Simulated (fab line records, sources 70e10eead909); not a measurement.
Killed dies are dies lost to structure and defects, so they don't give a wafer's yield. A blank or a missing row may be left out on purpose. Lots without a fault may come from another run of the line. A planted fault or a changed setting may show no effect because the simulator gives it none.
fab line records | flow nand_harc
record lots=6 wafers=18 last_day=24
route steps=1159 shown P_M1@315 P_M2@318 END@1159
lots that met no fault: from a run of the same line without faults
start_h: hours from the record's first day to the start of the lot's first wafer shown | wait_h: hours since the lot's step before | " the same as in the row above | L1.1+2: a row that stands for several wafers | - no value, or no start given | * or withheld: withheld | < > ~ a bound
route shown NAME@n: a module of which the file shows steps, and the number in the route of the first | usual: mean/standard deviation of fault-free wafers | same: alike in all rows | chamber/n: place in a boat | sites: the reading at each site | _std_site: their standard deviation | _edge_site: outer sites' mean less inner sites' | radius_mm: how far each site lies from the wafer's centre | mask NAME#n: copy n | behind: the tool/chamber that last shaped the wafer | hold: why the lot was held/for how many hours/how that ended | device: the transistor (n, p or np) that didn't switch | end of line: the same wafers' tests at the end of the route | a step without rows: its recipe alone | killed: dies lost to structure and defects at the first sort, not the wafer's yield | map: a wafer's dies, x killed, . not, _ none there
set.NAME: the setting as run; set.NAME@STEP: as run at that earlier step | model.NAME: the simulator's own value behind a step, which no gauge read
lots at some steps of the route; a table a step, a row a wafer
services: from which hour (start_h, from the record's first day; less than 0 if before it) a tool's chamber was out of use, for how many hours, and why
## steps
# step NHARC_P_M1_INSPECT_27
# usual raw_defect_count=293/100
# columns lot.wafer tool chamber start_h wait_h raw_defect_count
L553.1 defect_inspect-02 - 151.01 0.0 202
L553.2 " - " " 198
L553.3 " - " " 151
L554.4 defect_inspect-02 - 151.47 0.0 313
L554.5 " - " " 438
L554.6 " - " " 252
L562.1 defect_inspect-01 - 205.61 0.0 295
L562.2 " - " " 268
L562.6 " - " " 326
L564.3 defect_inspect-01 - 219.83 0.0 187
L564.5 " - " " 187
L564.6 " - " " 193
L567.1 defect_inspect-02 - 228.24 0.0 419
L567.5 " - " " 263
L567.6 " - " " 477
L568.4 defect_inspect-02 - 229.72 0.1 192
L568.5 " - " " 308
L568.6 " - " " 365
# step NHARC_P_M1_PRE_CLEAN_32
# recipe time_s=12 temp_c=370 rf_power_w=300 gas=NH3
# usual heater_power_outer_w=385/56 heater_power_w=648/83 susceptor_temp_C=370.01/0.21
# columns lot.wafer tool chamber start_h wait_h heater_power_outer_w heater_power_w susceptor_temp_C
L553.3 pecvd-04 1 151.08 0.1 468 791 369.91
L553.1 " 2 " " 311 523 369.69
L553.2 " 0 " " 297 510 370.24
L554.5 pecvd-03 2 151.57 0.1 424 694 370.29
L554.6 " 0 " " 428 690 370.09
L554.4 " 1 " " 342 618 370.15
L562.2 pecvd-02 1 206.36 0.7 402 648 369.95
L562.1 " 2 " " 347 634 370.30
L562.6 " 0 " " 423 680 370.21
L564.3 pecvd-02 1 219.89 0.1 401 680 369.82
L564.6 " 1 " " 416 667 370.12
L564.5 " 2 " " 390 668 370.05
L567.1 pecvd-04 2 228.32 0.1 277 484 370.19
L567.5 " 2 " " 282 492 370.53
L567.6 " 0 " " 285 502 369.74
L568.5 pecvd-02 1 229.83 0.1 378 621 369.92
L568.6 " 2 " " 322 592 369.80
L568.4 " 0 " " 377 597 370.10
# step NHARC_P_M1_DEP_33
# recipe target_thk_a=300 temp_c=370 target_thk_nm=30 pressure_torr=3 flow_sccm=200 rf_w=450 material=SiCN
# usual heater_power_outer_w=346/61 heater_power_w=598/90 susceptor_temp_C=370.00/0.2
# columns lot.wafer tool chamber start_h wait_h heater_power_outer_w heater_power_w susceptor_temp_C
L553.3 pecvd-04 1 151.16 0.1 407 744 369.83
L553.1 " 2 " " 291 506 370.16
L553.2 " 0 " " 273 477 369.88
L554.5 pecvd-03 2 151.74 0.2 394 644 370.18
L554.6 " 0 " " 376 651 369.97
L554.4 " 1 " " 307 563 370.27
L562.2 pecvd-02 1 206.47 0.1 326 545 370.17
L562.1 " 2 " " 290 548 370.14
L562.6 " 0 " " 385 614 370.29
L564.3 pecvd-02 1 219.97 0.1 357 605 370.08
L564.6 " 1 " " 370 617 370.10
L564.5 " 2 " " 276 523 369.61
L567.1 pecvd-04 2 228.43 0.1 263 471 369.47
L567.5 " 2 " " 267 493 369.99
L567.6 " 0 " " 295 532 370.26
L568.5 pecvd-02 1 230.00 0.2 367 620 369.96
L568.6 " 2 " " 349 609 369.61
L568.4 " 0 " " 379 589 370.25
# step NHARC_P_M2_DEP_00
# recipe target_thk_a=1825 target_thk_nm=182.5 temp_c=withheld pressure_torr=5 flow_sccm=200 rf_w=600 material=SiOC
# step NHARC_P_M2_DEHYDRATE_01
# recipe temp_c=150 time_s=120
# step NHARC_P_M2_HMDS_02
# recipe time_s=30
# step NHARC_P_M2_COAT_34
# recipe temp_c=200 time_s=65
# step NHARC_P_M2_COAT_03
# recipe spin_rpm=1500 resist_thk_nm=90
# step NHARC_P_M2_SOFTBAKE_04
# recipe temp_c=105 time_s=55
# step NHARC_P_M2_EBR_05
# step NHARC_P_M2_EXPOSE_06
# recipe na=1.35 target_cd_nm=170 dose_mj=80.78 mask_id=P_M2
# step NHARC_P_M2_PEB_07
# recipe peb_temp_c=100 peb_time_s=65
# usual plate_temp_C=100.00/0.13 resist_line_temp_C=23.02/0.11
# columns lot.wafer tool chamber start_h wait_h plate_temp_C resist_line_temp_C
L553.1 litho_track-06 0 152.33 0.1 99.92 23.02
L553.2 " 0 " " 99.72 22.91
L553.3 " 0 " " 99.87 23.00
L554.4 litho_track-04 0 152.79 0.0 100.04 22.92
L554.5 " 0 " " 99.77 22.86
L554.6 " 0 " " 100.02 22.99
L562.1 litho_track-04 0 207.49 0.1 100.17 22.94
L562.2 " 0 " " 100.09 22.95
L562.6 " 0 " " 100.02 23.06
L564.3 litho_track-04 0 221.14 0.0 99.90 23.06
L564.5 " 0 " " 99.96 22.85
L564.6 " 0 " " 99.92 23.00
L567.1 litho_track-01 0 229.42 0.1 99.78 23.11
L567.5 " 0 " " 99.68 22.95
L567.6 " 0 " " 99.88 23.02
L568.4 litho_track-01 0 230.90 0.0 100.32 23.05
L568.5 " 0 " " 100.06 23.05
L568.6 " 0 " " 99.88 23.12
# step NHARC_P_M2_DEVELOP_08
# recipe develop_time_s=35 dev_temp_c=23
# step NHARC_P_M2_CD_MEAS_09
# recipe target_cd_nm=170 landing_energy_ev=500
# usual cd_nm=169.9/0.53
# columns lot.wafer tool chamber start_h wait_h cd_nm
L553.1 cd_sem-02 0 152.41 - 170.8
L553.2 " 0 " " 169.9
L553.3 " 0 " " 169.6
L554.4 cd_sem-01 0 152.88 - 170.4
L554.5 " 0 " " 170.6
L554.6 " 0 " " 170.4
L562.1 cd_sem-02 0 207.57 - 171.1
L562.2 " 0 " " 170.5
L562.6 " 0 " " 170.9
L564.3 cd_sem-03 0 221.22 - 170.8
L564.5 " 0 " " 171.0
L564.6 " 0 " " 171.0
L567.1 cd_sem-01 0 229.50 - 170.0
L567.5 " 0 " " 169.6
L567.6 " 0 " " 169.6
L568.4 cd_sem-03 0 230.98 - 170.4
L568.5 " 0 " " 170.5
L568.6 " 0 " " 171.0
# step NHARC_P_M2_OVL_MEAS_10
# recipe pitch_nm=340
# usual overlay_x_nm=-0.2/0.81 overlay_y_nm=0.1/1
# columns lot.wafer tool chamber start_h wait_h overlay_x_nm overlay_y_nm
L553.1 overlay-01 - 152.50 - -0.2 -1.2
L553.2 " - " " 0.1 -0.7
L553.3 " - " " -0.6 -0.5
L554.4 overlay-02 - 152.96 - 0.4 -1.6
L554.5 " - " " 0.4 -1.3
L554.6 " - " " 0.6 -1.2
L562.1 overlay-01 - 207.66 - 0.0 -0.8
L562.2 " - " " -0.7 -0.6
L562.6 " - " " -0.7 -0.5
L564.3 overlay-02 - 221.32 - 0.3 -0.9
L564.5 " - " " -0.3 -0.3
L564.6 " - " " -0.1 0.3
L567.1 overlay-02 - 229.58 - -0.2 0.8
L567.5 " - " " 0.3 0.3
L567.6 " - " " 0.4 0.5
L568.4 overlay-01 - 231.07 - -0.2 0.2
L568.5 " - " " -0.8 0.5
L568.6 " - " " -0.3 0.5
# step NHARC_P_M2_INSPECT_11
# usual raw_defect_count=4.3/2.5
# columns lot.wafer tool chamber start_h wait_h raw_defect_count
L553.1 defect_inspect-02 - 152.54 0.0 7
L553.2 " - " " 3
L553.3 " - " " 5
L554.4 defect_inspect-02 - 152.99 0.0 6
L554.5 " - " " 6
L554.6 " - " " 3
L562.1 defect_inspect-01 - 207.71 0.1 9
L562.2 " - " " 11
L562.6 " - " " 11
L564.3 defect_inspect-02 - 221.36 0.0 6
L564.5 " - " " 2
L564.6 " - " " 0
L567.1 defect_inspect-02 - 229.62 0.0 6
L567.5 " - " " 3
L567.6 " - " " 6
L568.4 defect_inspect-01 - 231.10 0.0 6
L568.5 " - " " 0
L568.6 " - " " 4
# step NHARC_P_M2_DESCUM_14
# recipe time_s=3 o2_flow_sccm=200 ar_flow_sccm=0 bias_power_w=0 chemistry=O2
# usual drypump_motor_current_A=5.8/0.57 oes_product_au=0.999/0.007 rf_vpp_V=57.8/0.9 showerhead_plenum_p_Torr=1.92/0.05 throttle_valve_pct=11.310/0.009
# same bias_power_w=0
# columns lot.wafer tool chamber start_h wait_h drypump_motor_current_A oes_product_au rf_hours_counter_h rf_vpp_V showerhead_plenum_p_Torr throttle_valve_pct model.P_M2.cd_nm
L553.1 rie_diel-04 2 152.60 0.1 6.6 0.993 2 57.1 1.99 11.303 170.8
L553.3 " 3 " " 5.5 1.001 1 57.1 1.94 11.307 169.8
L553.2 " 0 " " 6.1 0.993 1 58.0 1.92 11.305 170.2
L554.4 rie_diel-13 1 153.08 0.1 6.4 0.990 20 56.3 1.79 11.313 170.3
L554.5 " 2 " " 6.3 0.993 - 57.2 1.88 11.314 170.3
L554.6 " 3 " " 5.3 0.998 - 57.4 1.79 11.321 170.4
L562.1 rie_diel-04 3 207.77 0.1 5.6 0.998 4 57.8 1.94 11.310 170.9
L562.2 " 1 " " 5.1 1.007 3 58.0 1.91 11.309 170.2
L562.6 " 0 " " 6.1 1.015 - 60.3 1.92 11.315 170.9
L564.3 rie_diel-04 3 221.50 0.1 5.6 1.007 4 57.8 1.93 11.304 170.5
L564.5 " 2 " " 6.7 1.001 - 57.2 1.99 11.297 170.7
L564.6 " 3 " " 5.5 1.003 - 58.5 1.93 11.309 170.7
L567.1 rie_diel-04 1 229.70 0.1 5.0 1.006 4 58.5 1.91 11.298 170.3
L567.6 " 3 " " 5.5 1.001 - 56.9 1.94 11.309 169.3
L567.5 " 0 " " 6.0 1.003 - 57.0 1.91 11.312 169.6
L568.4 rie_diel-13 2 231.19 0.1 6.3 1.012 50 57.7 1.87 11.305 170.3
L568.5 " 3 " " 5.4 0.993 - 58.4 1.78 11.301 170.4
L568.6 " 0 " " 5.4 1.004 - 57.5 1.85 11.318 170.4
# step NHARC_P_M2_ETCH_35
# recipe target_depth_a=400 overetch_a=120 time_s=43.94 ion_energy_ev=200 n2_flow_sccm=150 h2_flow_sccm=150 ar_flow_sccm=0 rf_w=400 bias_w=150 chemistry=N2/H2
# usual drypump_motor_current_A=5.8/0.58 oes_product_au=0.999/0.0082 rf_vpp_V=430.6/1.6 showerhead_plenum_p_Torr=2.04/0.053 throttle_valve_pct=14.172/0.0094
# columns lot.wafer tool chamber start_h wait_h drypump_motor_current_A oes_product_au rf_hours_counter_h rf_vpp_V showerhead_plenum_p_Torr throttle_valve_pct
L553.3 rie_diel-04 2 152.68 0.1 6.7 1.007 2 433.2 2.12 14.158
L553.2 " 0 " " 6.1 1.006 1 429.9 2.04 14.169
L553.1 " 1 " " 5.1 1.009 1 431.1 2.04 14.183
L554.4 rie_diel-13 0 153.16 0.1 5.4 1.015 19 429.7 1.98 14.176
L554.6 " 1 " " 6.4 0.999 - 428.0 1.91 14.160
L554.5 " 2 " " 6.3 1.001 - 429.8 2.00 14.177
L562.2 rie_diel-04 0 207.86 0.1 6.1 1.000 3 430.1 2.04 14.152
L562.1 " 2 " " 6.7 1.003 4 432.4 2.12 14.174
L562.6 " 3 " " 5.5 1.001 - 430.4 2.06 14.172
L564.3 rie_diel-04 2 221.63 0.1 6.7 1.010 5 432.9 2.12 14.182
L564.5 " 3 " " 5.6 0.999 - 430.0 2.06 14.178
L564.6 " 2 " " 6.7 0.994 - 432.7 2.12 14.179
L567.1 rie_diel-04 0 229.77 0.1 6.0 1.007 4 432.3 2.04 14.178
L567.6 " 0 " " 6.0 0.995 - 430.6 2.04 14.184
L567.5 " 1 " " 5.1 1.012 - 430.6 2.04 14.180
L568.4 rie_diel-13 0 231.25 0.1 5.4 0.999 49 429.5 1.97 14.169
L568.5 " 0 " " 5.4 0.987 - 427.7 1.97 14.173
L568.6 " 1 " " 6.4 0.988 - 426.4 1.89 14.171
# step NHARC_P_M2_ETCH_15
# recipe target_depth_a=1825 time_s=91.2 c4f8_flow_sccm=withheld ar_flow_sccm=400 rf_w=600 bias_w=300 chemistry=C4F8/Ar
# usual oes_product_au=0.944/0.022 rf_vpp_V=441.0/1.7
# columns lot.wafer tool chamber start_h wait_h oes_product_au rf_hours_counter_h rf_vpp_V
L553.2 rie_diel-04 0 - - 0.982 1 440.7
L553.3 " 2 " " 0.966 2 442.4
L553.1 " 3 " " 0.956 2 441.9
L554.4 rie_diel-13 3 - - 0.943 15 437.5
L554.6 " 3 " " 0.939 - 437.5
L554.5 " 0 " " 0.950 - 440.9
L562.1 rie_diel-04 1 - - 0.985 3 440.6
L562.2 " 3 " " 0.954 4 440.9
L562.6 " 2 " " 0.964 - 442.8
L564.3 rie_diel-04 0 - - 0.948 4 440.7
L564.6 " 3 " " 0.944 - 442.4
L564.5 " 0 " " 0.950 - 441.6
L567.1 rie_diel-04 3 - - 0.966 5 442.0
L567.5 " 0 " " 0.954 - 441.3
L567.6 " 1 " " 0.933 - 441.3
L568.4 rie_diel-13 3 - - 0.920 38 436.9
L568.6 " 3 " " 0.921 - 436.8
L568.5 " 0 " " 0.921 - 438.0
# step NHARC_P_M2_CD_MEAS_16
# usual cd_nm=169.8/0.56
# columns lot.wafer tool chamber start_h wait_h cd_nm
L553.1 cd_sem-02 - 152.90 - 170.3
L553.2 " - " " 170.5
L553.3 " - " " 169.9
L554.4 cd_sem-02 - 153.37 - 170.3
L554.5 " - " " 170.1
L554.6 " - " " 170.2
L562.1 cd_sem-01 - 208.07 - 171.4
L562.2 " - " " 170.1
L562.6 " - " " 171.0
L564.3 cd_sem-02 - 221.87 - 169.7
L564.5 " - " " 171.1
L564.6 " - " " 170.5
L567.1 cd_sem-01 - 229.99 - 170.4
L567.5 " - " " 169.5
L567.6 " - " " 169.1
L568.4 cd_sem-03 - 231.47 - 170.0
L568.5 " - " " 170.5
L568.6 " - " " 170.6
# step NHARC_P_M2_STRIP_18
# recipe power_w=1000 n2_flow_sccm=150 h2_flow_sccm=150 ar_flow_sccm=0 bias_w=0 chemistry=N2/H2
# usual drypump_motor_current_A=5.8/0.61 oes_product_au=0.999/0.0068 power_w=1000.5/2.9 rf_vpp_V=90.6/0.89 showerhead_plenum_p_Torr=2.04/0.052 throttle_valve_pct=14.172/0.0091
# columns lot.wafer tool chamber start_h wait_h drypump_motor_current_A oes_product_au power_w rf_hours_counter_h rf_vpp_V showerhead_plenum_p_Torr throttle_valve_pct
L553.2 rie_diel-04 3 152.98 0.1 5.5 0.996 999.0 2 91.7 2.06 14.169
L553.1 " 0 " " 6.0 1.005 1000.8 1 90.4 2.04 14.178
L553.3 " 2 " " 6.7 1.003 1004.7 2 91.6 2.12 14.177
L554.4 rie_diel-04 0 153.43 0.1 6.0 0.998 1001.1 1 89.3 2.04 14.179
L554.5 " 0 " " 6.0 0.997 1005.1 - 89.7 2.04 14.168
L554.6 " 1 " " 5.1 1.006 998.5 - 91.3 2.04 14.162
L562.1 rie_diel-05 2 208.15 0.1 4.7 1.003 1006.0 8 90.8 2.04 14.186
L562.2 " 1 " " 6.1 0.993 999.5 8 89.6 1.96 14.154
L562.6 " 2 " " 4.7 0.992 1001.6 - 89.7 2.04 14.181
L564.3 rie_diel-04 0 221.94 0.1 6.1 0.995 994.7 4 90.1 2.04 14.176
L564.5 " 2 " " 6.7 1.000 1004.7 - 92.4 2.12 14.167
L564.6 " 3 " " 5.6 1.003 1004.8 - 91.5 2.06 14.162
L567.1 rie_diel-13 0 230.13 0.1 5.4 1.007 1000.7 49 90.2 1.97 14.161
L567.6 " 2 " " 6.3 0.991 999.7 - 89.8 1.99 14.160
L567.5 " 0 " " 5.4 1.011 1003.4 - 90.5 1.97 14.165
L568.4 rie_diel-05 1 231.54 0.1 6.1 0.991 1003.6 11 89.8 1.96 14.165
L568.5 " 1 " " 6.1 0.984 1007.7 - 90.2 1.96 14.173
L568.6 " 2 " " 4.7 1.006 1001.5 - 89.9 2.04 14.179
# step NHARC_P_M2_ETCH_28
# recipe target_depth_a=300 over_etch_frac=0.3 time_s=72.99 ion_energy_ev=150 cf4_flow_sccm=50 n2_flow_sccm=100 ar_flow_sccm=150 rf_w=300 bias_w=100 chemistry=CF4/N2
# usual drypump_motor_current_A=5.8/0.61 oes_product_au=0.999/0.0066 rf_vpp_V=314.3/1.4 showerhead_plenum_p_Torr=2.63/0.063 throttle_valve_pct=19.793/0.0094
# same over_etch_frac=0.3
# columns lot.wafer tool chamber start_h wait_h drypump_motor_current_A oes_product_au rf_hours_counter_h rf_vpp_V showerhead_plenum_p_Torr throttle_valve_pct model.P_M2.cd_nm
L553.1 rie_diel-04 2 - - 6.7 0.989 2 315.1 2.72 19.792 171
L553.2 " 3 " " 5.5 0.999 2 314.3 2.65 19.795 170.6
L553.3 " 1 " " 5.1 1.000 1 313.1 2.63 19.789 169.9
L554.4 rie_diel-04 0 - - 6.1 0.998 2 314.9 2.63 19.812 170.2
L554.5 " 0 " " 6.1 0.995 - 315.3 2.63 19.781 170.1
L554.6 " 1 " " 5.1 1.008 - 314.4 2.63 19.796 170.3
L562.1 rie_diel-05 2 - - 4.8 1.000 8 315.2 2.63 19.802 170.9
L562.2 " 0 " " 5.8 0.988 8 312.0 2.57 19.799 170
L562.6 " 1 " " 6.1 1.001 - 313.2 2.53 19.782 170.6
L564.3 rie_diel-04 3 - - 5.6 0.997 4 315.1 2.65 19.810 170.2
L564.5 " 0 " " 6.0 0.999 - 314.0 2.63 19.799 170.7
L564.6 " 2 " " 6.6 1.002 - 315.5 2.72 19.793 170.8
L567.1 rie_diel-13 0 - - 5.4 1.006 49 314.2 2.54 19.795 170.5
L567.5 " 0 " " 5.4 1.006 - 313.9 2.54 19.794 169.7
L567.6 " 1 " " 6.5 0.999 - 311.5 2.45 19.801 170
L568.4 rie_diel-05 1 - - 6.1 0.995 11 311.9 2.53 19.795 170.4
L568.5 " 3 " " 5.0 0.997 - 316.3 2.61 19.797 170.4
L568.6 " 0 " " 5.8 1.000 - 313.7 2.57 19.803 170.5
# step NHARC_P_M2_STRIP_19
# recipe time_s=600 temp_c=30 chemistry=post_etch_residue_remover
# step NHARC_END_SORT_01
# recipe temp_c=25
# usual defect_limited_yield=95.5/1.4 killed_at_array=27/9.8 killed_at_other=0.6/0.83 killed_at_periphery=3.5/2.4 killed_dies=31/9.6 killed_open=3.1/1.9 killed_short=2.0/1.5 sort_bin_2_pct=1.4/0.6 sort_bin_3_pct=0.26/0.23 sort_bin_4_pct=2.8/0.89 sort_n_pass=646/9.6 sort_rim_yield_pct=96.6/2.5 sort_yield_pct=95.5/1.4
# same gross_dies=677 sort_bin_5_pct[%]=0 sort_bin_6_pct[%]=0 sort_bin_7_pct[%]=0 sort_bin_8_pct[%]=0 sort_rim_n_gross=106.00
# columns lot.wafer tool chamber start_h wait_h defect_limited_yield[%] killed_at_array killed_at_other killed_at_periphery killed_dies killed_open killed_short sort_bin_2_pct[%] sort_bin_3_pct[%] sort_bin_4_pct[%] sort_n_pass sort_rim_yield_pct[%] sort_yield_pct[%]
L554.4 prober-02 0 484.64 3.4 94.2 35 0 4 39 2 1 2.5 0.30 3.0 638 97.2 94.2
L554.5 prober-02 0 485.44 3.7 95.1 30 1 2 33 1 1 1.0 0.15 3.7 644 95.3 95.1
L554.6 prober-02 0 486.24 4.0 94.4 32 0 6 38 4 3 2.2 0 3.4 639 99.1 94.4
L553.1 prober-01 0 489.75 2.5 96.8 20 0 2 22 2 1 1.5 0 1.8 655 93.4 96.8
L553.2 prober-01 0 490.54 2.8 96.3 24 0 1 25 6 1 1.2 0.30 2.2 652 98.1 96.3
L553.3 prober-01 0 491.33 3.1 95.0 33 0 1 34 8 0 1.6 0 3.4 643 96.2 95.0
L562.1 prober-02 0 530.97 2.5 96.9 14 0 7 21 3 2 0.6 0.15 2.4 656 98.1 96.9
L562.2 prober-02 0 531.76 2.8 96.2 17 1 8 26 5 2 0.6 0 3.2 651 94.3 96.2
L562.6 prober-02 0 534.93 4.0 96.0 15 0 12 27 2 1 0.7 0.44 2.8 650 91.5 96.0
L568.4 prober-02 0 561.97 3.4 97.5 14 1 2 17 3 0 0.7 0.15 1.6 660 97.2 97.5
L568.5 prober-02 0 562.78 3.7 96.0 26 0 1 27 2 5 1.0 0.44 2.5 650 98.1 96.0
L568.6 prober-02 0 563.58 4.0 96.5 20 0 4 24 3 2 1.5 0.30 1.8 653 94.3 96.5
L567.1 prober-01 0 567.45 2.5 95.1 27 0 6 33 2 2 1.3 0.30 3.2 644 99.1 95.1
L567.5 prober-01 0 570.66 3.7 95.6 28 0 2 30 1 1 1.8 0.15 2.5 647 100.0 95.6
L567.6 prober-01 0 571.46 4.0 95.1 31 0 2 33 4 1 1.5 0.15 3.2 644 100.0 95.1
L564.3 prober-02 0 569.04 3.1 97.8 12 0 3 15 2 0 0.9 0 1.3 662 95.3 97.8
L564.5 prober-02 0 570.65 3.7 97.9 11 0 3 14 4 0 0.4 0 1.6 663 100.0 97.9
L564.6 prober-02 0 571.46 4.0 97.9 14 0 0 14 2 2 0.3 0 1.8 663 96.2 97.9
# killed by level:class
L554.4 A_CHANNEL_HOLE_D1:chamber_film_flake=15 A_STAIRCASE:chamber_film_flake=11 A_SLIT:chamber_film_flake=4 P_ZERO_WELL:chamber_film_flake=3 A_ZERO_WELL:chamber_film_flake=2 P_M1:geometric_particle:open=1 A_SGD_CUT:geometric_particle:short=1 A_CONTACT:geometric_particle:open=1
L554.5 A_CHANNEL_HOLE_D1:chamber_film_flake=17 A_SLIT:chamber_film_flake=6 A_STAIRCASE:chamber_film_flake=5 P_CONTACT:geometric_particle:short=1 P_ZERO_WELL:chamber_film_flake=1 STARTING-WAFER:geometric_particle:open=1 A_CHANNEL_FILL_D1:chamber_film_flake=1 A_CONTACT:chamber_film_flake=1
L554.6 A_SLIT:chamber_film_flake=11 A_STAIRCASE:chamber_film_flake=9 A_CHANNEL_HOLE_D1:chamber_film_flake=9 P_ZERO_WELL:chamber_film_flake=2 P_STI:geometric_particle:open=1 P_GATE:geometric_particle:open=1 P_CONTACT:geometric_particle:open=1 P_M0:geometric_particle:short=1
L553.1 A_SLIT:chamber_film_flake=8 A_STAIRCASE:chamber_film_flake=6 A_CONTACT:chamber_film_flake=3 A_CONTACT:geometric_particle:open=2 P_M0:geometric_particle:short=1 P_GATE:chamber_film_flake=1 A_CHANNEL_HOLE_D1:chamber_film_flake=1
L553.2 A_SLIT:chamber_film_flake=7 A_STAIRCASE:chamber_film_flake=5 A_CHANNEL_HOLE_D1:chamber_film_flake=3 A_CHANNEL_FILL_D1:geometric_particle:open=2 A_CONTACT:geometric_particle:open=2 A_ONON_D1:geometric_particle:open=1 A_WL_FILL:geometric_particle:open=1 A_BLC:geometric_particle:short=1
L553.3 A_SLIT:chamber_film_flake=11 A_STAIRCASE:chamber_film_flake=9 A_CHANNEL_HOLE_D1:chamber_film_flake=3 A_CHANNEL_FILL_D1:geometric_particle:open=2 A_WL_FILL:geometric_particle:open=2 A_BLC:geometric_particle:open=2 A_CONTACT:chamber_film_flake=2 P_CONTACT:geometric_particle:open=1
L562.1 A_CHANNEL_HOLE_D1:chamber_film_flake=7 P_GATE:chamber_film_flake=3 P_M0:chamber_film_flake=3 A_CONTACT:chamber_film_flake=2 P_STI:geometric_particle:open=1 A_CHANNEL_FILL_D1:geometric_particle:short=1 A_SGD_CUT:geometric_particle:open=1 A_SGD_CUT:geometric_particle:short=1
L562.2 P_GATE:chamber_film_flake=5 A_CONTACT:chamber_film_flake=5 A_CHANNEL_HOLE_D1:chamber_film_flake=3 A_SOURCE_PLATE:geometric_particle:open=2 P_M0:chamber_film_flake=2 P_M0:geometric_particle:open=1 A_WL_FILL:geometric_particle:short=1 A_CONTACT:geometric_particle:short=1
L562.6 A_CHANNEL_HOLE_D1:chamber_film_flake=6 P_M0:chamber_film_flake=5 P_GATE:chamber_film_flake=4 A_CONTACT:chamber_film_flake=4 P_ZERO_WELL:chamber_film_flake=2 P_CONTACT:geometric_particle:open=1 A_CHANNEL_FILL_D1:geometric_particle:short=1 A_SLIT:geometric_particle:open=1
L568.4 A_SLIT:chamber_film_flake=8 A_CONTACT:geometric_particle:open=2 A_CHANNEL_HOLE_D1:chamber_film_flake=2 A_CONTACT:chamber_film_flake=2 P_STI:chamber_film_flake=1 P_M1:chamber_film_flake=1 STARTING-WAFER:geometric_particle:open=1
L568.5 A_SLIT:chamber_film_flake=17 A_ONON_D1:geometric_particle:short=3 A_CHANNEL_HOLE_D1:chamber_film_flake=2 A_SOURCE_PLATE:geometric_particle:open=1 A_CHANNEL_FILL_D1:geometric_particle:short=1 A_WL_FILL:geometric_particle:open=1 A_CONTACT:geometric_particle:short=1 P_M2:chamber_film_flake=1
L568.6 A_SLIT:chamber_film_flake=6 A_CHANNEL_HOLE_D1:chamber_film_flake=5 A_CONTACT:chamber_film_flake=4 P_M1:chamber_film_flake=2 P_M0:geometric_particle:short=1 A_ONON_D1:geometric_particle:short=1 A_ONON_D1:geometric_particle:open=1 A_CHANNEL_FILL_D1:geometric_particle:open=1
L567.1 A_CHANNEL_HOLE_D1:chamber_film_flake=19 P_M1:chamber_film_flake=4 A_STAIRCASE:chamber_film_flake=2 A_SLIT:chamber_film_flake=2 A_CONTACT:chamber_film_flake=2 P_CONTACT:geometric_particle:short=1 P_M2:geometric_particle:short=1 A_SLIT:geometric_particle:open=1
L564.3 A_CHANNEL_HOLE_D1:chamber_film_flake=6 A_CHANNEL_FILL_D1:chamber_film_flake=3 P_GATE:geometric_particle:open=2 A_CONTACT:chamber_film_flake=2 P_M0:chamber_film_flake=1 A_WL_FILL:chamber_film_flake=1
L564.5 A_CHANNEL_HOLE_D1:chamber_film_flake=6 A_CHANNEL_FILL_D1:chamber_film_flake=3 P_CONTACT:geometric_particle:open=2 A_CONTACT:geometric_particle:open=2 P_GATE:chamber_film_flake=1
L567.5 A_CHANNEL_HOLE_D1:chamber_film_flake=19 A_CONTACT:chamber_film_flake=6 P_CONTACT:geometric_particle:open=1 A_CONTACT:geometric_particle:short=1 P_M1:chamber_film_flake=1 A_CHANNEL_FILL_D1:chamber_film_flake=1 A_M0:chamber_film_flake=1
L567.6 A_CHANNEL_HOLE_D1:chamber_film_flake=17 A_CONTACT:chamber_film_flake=5 A_WL_FILL:geometric_particle:open=2 A_WL_FILL:chamber_film_flake=2 P_CONTACT:geometric_particle:short=1 A_CHANNEL_FILL_D1:geometric_particle:open=1 A_M1:geometric_particle:open=1 P_M1:chamber_film_flake=1
L564.6 A_CHANNEL_HOLE_D1:chamber_film_flake=5 A_CHANNEL_FILL_D1:chamber_film_flake=3 A_STAIRCASE:geometric_particle:short=1 A_SGD_CUT:geometric_particle:short=1 A_CONTACT:geometric_particle:open=1 A_M1:geometric_particle:open=1 A_SLIT:chamber_film_flake=1 A_CONTACT:chamber_film_flake=1
## services
# columns tool chamber start_h hours kind
litho_track-04 - 141.00 7.0 pm
rie_diel-04 0 145.42 - clean
rie_diel-04 1 145.42 - clean
rie_diel-04 2 145.42 - clean
rie_diel-04 3 145.42 - clean
pecvd-02 - 153.07 13.0 pm
rie_diel-13 - 159.92 0.2 repair
rie_diel-05 - 163.60 9.0 pm
rie_diel-04 0 169.92 - clean
rie_diel-04 1 169.92 - clean
rie_diel-04 2 169.92 - clean
rie_diel-04 3 169.92 - clean
rie_diel-05 3 185.74 23.8 repair
rie_diel-13 2 191.71 3.1 repair
rie_diel-04 0 194.42 - clean
rie_diel-04 1 194.42 - clean
rie_diel-04 2 194.42 - clean
rie_diel-04 3 194.42 - clean
pecvd-04 - 195.11 13.0 pm
rie_diel-13 3 216.17 14.1 repair
rie_diel-04 1 218.09 9.9 repair
rie_diel-04 0 218.92 - clean
rie_diel-04 2 218.92 - clean
pecvd-03 1 230.01 7.7 repair
## key
first_sign step=NHARC_P_M2_CD_MEAS_09 reading=cd_nm direction=up sigmas=1.9 usual=169.9 struck=170.9
effect step=NHARC_P_M2_CD_MEAS_16 reading=cd_nm direction=up sigmas=1.5 usual=169.8 struck=170.6
model_effect step=NHARC_P_M2_DESCUM_14 value=P_M2.cd_nm without=169.4 struck=170.7
model_effect step=NHARC_P_M2_ETCH_28 value=P_M2.cd_nm without=169.3 struck=170.5
met_at NHARC_P_M2_PEB_07
struck_wafers L562.1,L562.2,L562.6,L564.3,L564.5,L564.6
onset_between 152.79 207.49
fault kind=process_parameter_drift tool=litho_track-04 chamber=- onset_h=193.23 steps=NHARC_P_M2_PEB_07 channel=peb_time_s offset=* shape=step end_h=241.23 acts_in=* stated=*
